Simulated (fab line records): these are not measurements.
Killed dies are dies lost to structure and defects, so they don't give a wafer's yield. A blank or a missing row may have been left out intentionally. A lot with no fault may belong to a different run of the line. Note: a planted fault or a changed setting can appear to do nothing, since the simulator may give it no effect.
Matching of chambers | flow n5-finfet | N5_GATE_CUT_ALD_22 on ald-sin-04: 4 sister chambers
The step deposits SiNx, target thk 16 nm, pulse time 1 s, ald cycles 320. 14 wafers are shown with their chamber, then 7 later ones without.

## WAFERS WITH THEIR CHAMBER
wafer  | chamber | heater-power-w (W) | precursor-pulse-height-rel
L079.1 | 2       | 875                | 0.974
L079.2 | 2       | 887                | 1.034
L079.5 | 2       | 896                | 1.010
L086.1 | 3       | 690                | 0.996
L086.5 | 0       | 832                | 0.983
L086.6 | 1       | 940                | 1.010
L087.2 | 1       | 923                | 1.012
L087.4 | 2       | 862                | 0.987
L087.6 | 2       | 865                | 1.015
L088.1 | 2       | 879                | 1.020
L088.3 | 3       | 689                | 1.061
L088.5 | 2       | 900                | 1.006
L091.1 | 0       | 813                | 1.032
L091.2 | 1       | 934                | 1.001

SIGNATURES (averages over the wafers above)
reading                    | chamber 0 | chamber 1 | chamber 2 | chamber 3 | scatter within a chamber
heater-power-w             | 822.50    | 932.33    | 880.57    | 689.50    | 12.7
precursor-pulse-height-rel | 1.00750   | 1.00767   | 1.00657   | 1.02850   | 0.0242
Rule: a wafer lies at a distance from a chamber equal to the root of the sum of squares, over the readings, of (its reading less the chamber's mean, divided by the reading's scatter). The wafer belongs to the nearest chamber; if the next one is less than 2 further off, it can't be placed. The scatter: take each reading less its chamber's mean, square it, sum over the shown wafers, divide by the number of wafers less the number of chambers, and take the root.

## WAFERS WHOSE CHAMBER IS MISSING
wafer  | heater-power-w (W) | precursor-pulse-height-rel
L091.3 | 851                | 0.953
L091.4 | 685                | 0.970
L091.5 | 819                | 1.005
L091.6 | 681                | 0.996
L095.1 | 812                | 0.974
L095.3 | 878                | 1.047
L095.5 | 930                | 0.973

## THE CHAMBER EACH PASSED THROUGH
wafer  | from the rows above     | in truth
L091.3 | can't be placed: 0 or 2 | 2
L091.4 | 3                       | 3
L091.5 | 0                       | 0
L091.6 | 3                       | 3
L095.1 | 0                       | 0
L095.3 | 2                       | 2
L095.5 | 1                       | 1
6 of 7 placed correctly. Unplaceable from these rows: 1, with the true chamber sitting among the candidates in 1. 0 placed wrongly.
